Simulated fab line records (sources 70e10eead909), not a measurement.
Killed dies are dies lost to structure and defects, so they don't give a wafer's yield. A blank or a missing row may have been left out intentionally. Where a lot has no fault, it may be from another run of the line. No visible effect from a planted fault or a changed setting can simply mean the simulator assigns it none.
Matching of chambers / flow nandHarc / rieDiel-11 running NHARC_P_M0_DESCUM_14: 4 sister chambers
The step chemistry O2, time 3 s. 24 wafers are shown with their chamber, then 12 later ones without.

## WAFERS, EACH WITH ITS CHAMBER
wafer=L077.1; chamber=0; drypumpMotorCurrentA (A)=6.1; showerheadPlenumPTorr (Torr)=1.91; chamberPressureMTorr (mTorr)=59.91
wafer=L077.5; chamber=3; drypumpMotorCurrentA (A)=4.8; showerheadPlenumPTorr (Torr)=1.80; chamberPressureMTorr (mTorr)=59.97
wafer=L077.6; chamber=2; drypumpMotorCurrentA (A)=6.2; showerheadPlenumPTorr (Torr)=1.80; chamberPressureMTorr (mTorr)=60.04
wafer=L080.2; chamber=0; drypumpMotorCurrentA (A)=6.1; showerheadPlenumPTorr (Torr)=1.91; chamberPressureMTorr (mTorr)=59.93
wafer=L080.5; chamber=0; drypumpMotorCurrentA (A)=6.0; showerheadPlenumPTorr (Torr)=1.91; chamberPressureMTorr (mTorr)=59.96
wafer=L080.6; chamber=1; drypumpMotorCurrentA (A)=4.7; showerheadPlenumPTorr (Torr)=1.83; chamberPressureMTorr (mTorr)=59.98
wafer=L081.1; chamber=1; drypumpMotorCurrentA (A)=4.7; showerheadPlenumPTorr (Torr)=1.83; chamberPressureMTorr (mTorr)=60.13
wafer=L081.5; chamber=3; drypumpMotorCurrentA (A)=4.8; showerheadPlenumPTorr (Torr)=1.80; chamberPressureMTorr (mTorr)=60.04
wafer=L081.6; chamber=0; drypumpMotorCurrentA (A)=6.1; showerheadPlenumPTorr (Torr)=1.92; chamberPressureMTorr (mTorr)=60.06
wafer=L084.1; chamber=1; drypumpMotorCurrentA (A)=4.7; showerheadPlenumPTorr (Torr)=1.83; chamberPressureMTorr (mTorr)=59.99
wafer=L084.4; chamber=2; drypumpMotorCurrentA (A)=6.2; showerheadPlenumPTorr (Torr)=1.80; chamberPressureMTorr (mTorr)=59.92
wafer=L084.6; chamber=3; drypumpMotorCurrentA (A)=4.8; showerheadPlenumPTorr (Torr)=1.80; chamberPressureMTorr (mTorr)=60.06
wafer=L089.3; chamber=1; drypumpMotorCurrentA (A)=4.7; showerheadPlenumPTorr (Torr)=1.83; chamberPressureMTorr (mTorr)=59.98
wafer=L089.4; chamber=0; drypumpMotorCurrentA (A)=6.0; showerheadPlenumPTorr (Torr)=1.91; chamberPressureMTorr (mTorr)=60.01
wafer=L089.6; chamber=2; drypumpMotorCurrentA (A)=6.2; showerheadPlenumPTorr (Torr)=1.79; chamberPressureMTorr (mTorr)=60.01
wafer=L090.1; chamber=1; drypumpMotorCurrentA (A)=4.7; showerheadPlenumPTorr (Torr)=1.83; chamberPressureMTorr (mTorr)=60.00
wafer=L090.5; chamber=3; drypumpMotorCurrentA (A)=4.8; showerheadPlenumPTorr (Torr)=1.80; chamberPressureMTorr (mTorr)=59.95
wafer=L090.6; chamber=2; drypumpMotorCurrentA (A)=6.3; showerheadPlenumPTorr (Torr)=1.79; chamberPressureMTorr (mTorr)=60.01
wafer=L091.1; chamber=0; drypumpMotorCurrentA (A)=6.0; showerheadPlenumPTorr (Torr)=1.91; chamberPressureMTorr (mTorr)=59.93
wafer=L091.3; chamber=2; drypumpMotorCurrentA (A)=6.2; showerheadPlenumPTorr (Torr)=1.79; chamberPressureMTorr (mTorr)=59.92
wafer=L091.6; chamber=3; drypumpMotorCurrentA (A)=4.8; showerheadPlenumPTorr (Torr)=1.80; chamberPressureMTorr (mTorr)=60.02
wafer=L092.1; chamber=0; drypumpMotorCurrentA (A)=6.1; showerheadPlenumPTorr (Torr)=1.91; chamberPressureMTorr (mTorr)=60.01
wafer=L092.5; chamber=1; drypumpMotorCurrentA (A)=4.7; showerheadPlenumPTorr (Torr)=1.83; chamberPressureMTorr (mTorr)=60.02
wafer=L092.6; chamber=2; drypumpMotorCurrentA (A)=6.2; showerheadPlenumPTorr (Torr)=1.79; chamberPressureMTorr (mTorr)=60.06

SIGNATURES, as means of the wafers listed above
reading=drypumpMotorCurrentA; chamber 0=6.057; chamber 1=4.700; chamber 2=6.217; chamber 3=4.800; scatter within a chamber=0.0357
reading=showerheadPlenumPTorr; chamber 0=1.9114; chamber 1=1.8300; chamber 2=1.7933; chamber 3=1.8000; scatter within a chamber=0.00331
reading=chamberPressureMTorr; chamber 0=59.9729; chamber 1=60.0167; chamber 2=59.9933; chamber 3=60.0080; scatter within a chamber=0.0554
Rule: a wafer's distance from a chamber is the root of the sum, over the readings, of the square of ((its reading less the chamber's mean) divided by the reading's scatter). If the next closest chamber is less than 2 further off than the closest, the wafer can't be placed; otherwise it belongs to the closest. The scatter: the root of (the sum of the squares of (reading less its chamber's mean) over the shown wafers, divided by (wafers less chambers)).

## WAFERS MISSING THEIR CHAMBER
wafer=L095.1; drypumpMotorCurrentA (A)=6.1; showerheadPlenumPTorr (Torr)=1.91; chamberPressureMTorr (mTorr)=60.05
wafer=L095.5; drypumpMotorCurrentA (A)=4.8; showerheadPlenumPTorr (Torr)=1.80; chamberPressureMTorr (mTorr)=60.04
wafer=L095.6; drypumpMotorCurrentA (A)=6.0; showerheadPlenumPTorr (Torr)=1.91; chamberPressureMTorr (mTorr)=60.04
wafer=L094.2; drypumpMotorCurrentA (A)=4.8; showerheadPlenumPTorr (Torr)=1.80; chamberPressureMTorr (mTorr)=60.04
wafer=L094.3; drypumpMotorCurrentA (A)=6.0; showerheadPlenumPTorr (Torr)=1.91; chamberPressureMTorr (mTorr)=60.12
wafer=L094.6; drypumpMotorCurrentA (A)=6.0; showerheadPlenumPTorr (Torr)=1.91; chamberPressureMTorr (mTorr)=60.10
wafer=L096.3; drypumpMotorCurrentA (A)=4.7; showerheadPlenumPTorr (Torr)=1.83; chamberPressureMTorr (mTorr)=59.94
wafer=L096.4; drypumpMotorCurrentA (A)=4.8; showerheadPlenumPTorr (Torr)=1.80; chamberPressureMTorr (mTorr)=59.95
wafer=L096.6; drypumpMotorCurrentA (A)=6.2; showerheadPlenumPTorr (Torr)=1.79; chamberPressureMTorr (mTorr)=60.01
wafer=L097.3; drypumpMotorCurrentA (A)=6.0; showerheadPlenumPTorr (Torr)=1.91; chamberPressureMTorr (mTorr)=59.88
wafer=L097.5; drypumpMotorCurrentA (A)=4.7; showerheadPlenumPTorr (Torr)=1.83; chamberPressureMTorr (mTorr)=59.98
wafer=L097.6; drypumpMotorCurrentA (A)=6.2; showerheadPlenumPTorr (Torr)=1.79; chamberPressureMTorr (mTorr)=59.89

## WHICH CHAMBER EACH WENT THROUGH
wafer=L095.1; from the rows above=0; in truth=0
wafer=L095.5; from the rows above=3; in truth=3
wafer=L095.6; from the rows above=0; in truth=0
wafer=L094.2; from the rows above=3; in truth=3
wafer=L094.3; from the rows above=0; in truth=0
wafer=L094.6; from the rows above=0; in truth=0
wafer=L096.3; from the rows above=1; in truth=1
wafer=L096.4; from the rows above=3; in truth=3
wafer=L096.6; from the rows above=2; in truth=2
wafer=L097.3; from the rows above=0; in truth=0
wafer=L097.5; from the rows above=1; in truth=1
wafer=L097.6; from the rows above=2; in truth=2
Placed correctly: 12 of 12. Not placeable from these rows: 0. 0 placed wrongly.
